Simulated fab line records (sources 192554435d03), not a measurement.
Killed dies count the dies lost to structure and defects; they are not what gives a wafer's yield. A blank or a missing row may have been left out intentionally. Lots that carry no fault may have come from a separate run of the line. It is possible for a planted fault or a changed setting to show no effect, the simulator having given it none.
What tool caused it?	flow n5-finfet	10 lots with 30 wafers sampled at 5 steps, on a route of 1938 steps

== WHAT EACH GAUGE READ, for each wafer ==
The record lacks any reading of a measuring or inspecting step that a usual standard deviation could be used to judge.

== TOOL THAT RAN EACH LOT (tool first, then ch and the chambers of the sampled wafers, then the start) ==
lot	N5_BEOL_M12_SPUTTER_43	N5_BEOL_M12_SPUTTER_44	N5_BEOL_M12_CMP_49	N5_BEOL_M13_COAT_58	N5_BEOL_M13_STRIP_64
L146	pvd-sputter-02, day 11 00:53	pvd-sputter-02, day 11 00:58	cmp-02 ch 2,3, day 11 01:35	litho-track-04 ch 0, day 11 02:17	plasma-asher-01 ch 0,1, day 11 03:01
L152	pvd-sputter-01, day 12 15:42	pvd-sputter-01, day 12 15:47	cmp-03 ch 0,1, day 12 16:35	litho-track-01 ch 0, day 12 17:13	plasma-asher-01 ch 0,1, day 12 17:58
L151	pvd-sputter-03, day 12 19:29	pvd-sputter-03, day 12 19:34	cmp-03 ch 0,2, day 12 20:22	litho-track-04 ch 0, day 12 21:01	plasma-asher-02 ch 0,1, day 12 21:46
L154	pvd-sputter-01, day 12 21:46	pvd-sputter-01, day 12 21:50	cmp-04 ch 1,2,3, day 12 22:36	litho-track-03 ch 0, day 12 23:09	plasma-asher-01 ch 0,1, day 13 00:17
L160	pvd-sputter-01, day 14 20:34	pvd-sputter-01, day 14 20:38	cmp-03 ch 0,1,3, day 14 21:22	litho-track-03 ch 0, day 14 21:57	plasma-asher-02 ch 0,1, day 14 22:55
L157	pvd-sputter-02, day 14 20:38	pvd-sputter-02, day 14 20:43	cmp-04 ch 0,2,3, day 14 21:22	litho-track-03 ch 0, day 14 22:04	plasma-asher-02 ch 0,1, day 14 23:06
L161	pvd-sputter-01, day 15 01:41	pvd-sputter-01, day 15 01:46	cmp-04 ch 0,1,3, day 15 02:26	litho-track-01 ch 0, day 15 03:04	plasma-asher-01 ch 0, day 15 03:56
L162	pvd-sputter-02, day 15 07:37	pvd-sputter-02, day 15 07:42	cmp-04 ch 0,1,2, day 15 08:29	litho-track-03 ch 0, day 15 09:07	plasma-asher-01 ch 0,1, day 15 09:59
L166	pvd-sputter-02, day 16 23:32	pvd-sputter-02, day 16 23:37	cmp-02 ch 0,2,3, day 17 00:17	litho-track-01 ch 0, day 17 00:55	plasma-asher-01 ch 0,1, day 17 01:40
L165	pvd-sputter-03, day 17 00:20	pvd-sputter-03, day 17 00:25	cmp-02 ch 1,2,3, day 17 01:13	litho-track-04 ch 0, day 17 01:51	plasma-asher-01 ch 0,1, day 17 02:35
- N5_BEOL_M12_SPUTTER_43: material TaN, target thk 15 nm, time 24.19 s.
- N5_BEOL_M12_SPUTTER_44: material Ta, target thk 10 nm, time 16.13 s.
- N5_BEOL_M12_CMP_49: polishes, stops on SiOC, t overpolish 20.6 s, target thk 320 nm.
- N5_BEOL_M13_COAT_58: time 60 s, resist thk 89 nm.
- N5_BEOL_M13_STRIP_64: strips in N2/H2.

== WHAT THE TOOLS THEMSELVES READ (means of the sampled wafers that have a number; where no wafer has one, the mark that the record gives instead) ==
N5_BEOL_M12_SPUTTER_43. Usual: 30.3 % for throttle-valve-pct, sd 1.3.
lot	tool	throttle-valve-pct (%)	flag
L146	pvd-sputter-02	28.9	
L152	pvd-sputter-01	29.7	
L151	pvd-sputter-03	29.9	
L154	pvd-sputter-01	30.4	
L160	pvd-sputter-01	30.1	
L157	pvd-sputter-02	29.7	
L161	pvd-sputter-01	30.4	
L162	pvd-sputter-02	30.5	
L166	pvd-sputter-02	30.4	
L165	pvd-sputter-03	30.6	

N5_BEOL_M12_SPUTTER_44. Usual: 30.3 % for throttle-valve-pct, sd 1.3.
lot	tool	throttle-valve-pct (%)	flag
L146	pvd-sputter-02	28.7	
L152	pvd-sputter-01	29.6	
L151	pvd-sputter-03	29.9	
L154	pvd-sputter-01	30.2	
L160	pvd-sputter-01	30.0	
L157	pvd-sputter-02	29.7	
L161	pvd-sputter-01	30.5	
L162	pvd-sputter-02	30.4	
L166	pvd-sputter-02	30.7	
L165	pvd-sputter-03	30.9	

N5_BEOL_M12_CMP_49. Usual: barrier-field-endpoint-s 30.2 s, standard deviation 0.62; edge-zone-pressure-frac 0.999, standard deviation 0.0054; motor-current-A 5.8 A, standard deviation 0.63; overpolish-run-s 20.600 s, standard deviation 0.0085.
lot	tool	barrier-field-endpoint-s (s)	edge-zone-pressure-frac	motor-current-A (A)	overpolish-run-s (s)	flag
L146	cmp-02	30.8	0.995	5.8	20.594	
L152	cmp-03	29.6	0.996	5.6	20.599	
L151	cmp-03	30.5	1.007	5.4	20.597	
L154	cmp-04	29.6	1.004	6.2	20.595	
L160	cmp-03	30.3	1.006	5.6	20.600	
L157	cmp-04	29.5	1.001	5.6	20.599	
L161	cmp-04	29.8	0.996	5.5	20.603	
L162	cmp-04	30.7	0.997	6.2	20.601	
L166	cmp-02	29.3	0.997	5.8	20.594	
L165	cmp-02	30.0	0.996	5.6	20.602	

N5_BEOL_M13_COAT_58. Usual: 1500.1 rpm for spin-speed-rpm, sd 0.92.
lot	tool	spin-speed-rpm (rpm)	flag
L146	litho-track-04	1500.4	
L152	litho-track-01	1499.1	
L151	litho-track-04	1500.7	
L154	litho-track-03	1500.4	
L160	litho-track-03	1499.9	
L157	litho-track-03	1538.3	OFF
L161	litho-track-01	1499.9	
L162	litho-track-03	1537.3	OFF
L166	litho-track-01	1499.1	
L165	litho-track-04	1499.7	

N5_BEOL_M13_STRIP_64. Usual: drypump-motor-current-A 5.8 A, standard deviation 0.62; heater-power-w 342 W, standard deviation 27; oes-product-au 0.715 a.u., standard deviation 0.0045; strip-time-to-endpoint-s 31.35 s, standard deviation 0.073.
lot	tool	drypump-motor-current-A (A)	heater-power-w (W)	oes-product-au (a.u.)	strip-time-to-endpoint-s (s)	flag
L146	plasma-asher-01	6.3	326	0.713	31.42	
L152	plasma-asher-01	6.3	323	0.718	31.35	
L151	plasma-asher-02	5.5	347	0.714	31.35	
L154	plasma-asher-01	6.3	326	0.718	31.43	
L160	plasma-asher-02	5.5	347	0.715	31.42	
L157	plasma-asher-02	5.4	343	0.711	31.00	OFF
L161	plasma-asher-01	6.1	322	0.711	31.48	
L162	plasma-asher-01	6.4	331	0.719	30.97	OFF
L166	plasma-asher-01	6.3	323	0.719	31.21	
L165	plasma-asher-01	6.4	327	0.718	31.39	

== THE ANSWER, worked out from the rows above alone ==
Rule: take the mean of a lot's wafers that have a number; if it is more than 3 standard deviations from the usual mean, the lot is off. Also off: a lot with no number at a reading for which 4 or more lots have one. Any other lot the step has rows for is counted as sound. After the gauges, taken in route order, come the tools' own readings; for these a lot's mean is taken, as printed above. The first step at which some lot is off is used, and at that step the reading that is off furthest; a lot without a number counts as furthest.
Off: L157, L162, at N5_BEOL_M13_COAT_58 (spin-speed-rpm).
A tool fits if, at that step or a process step before it, it ran every lot that is off, and no sound lot after the first of them. One fits: N5_BEOL_M13_COAT_58 on litho-track-03. A fault onset in the window from L160 (day 14 21:57, its last sound lot) to L157 (day 14 22:04, its first lot off) fits.
On the lots that are off, the tool's own readings at N5_BEOL_M13_COAT_58 differ by more than 5 times the standard deviation of the sound lots' means, which bears it out; spin-speed-rpm reads 1537.8 rpm there versus 1499.9 rpm on the sound lots.

== WHAT THE SIMULATOR HAD PUT IN ==
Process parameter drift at N5_BEOL_M13_COAT_58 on litho-track-03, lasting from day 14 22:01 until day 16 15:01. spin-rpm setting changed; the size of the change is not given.
Lots struck among those shown: L157, L162. The rule above reached the same finding.
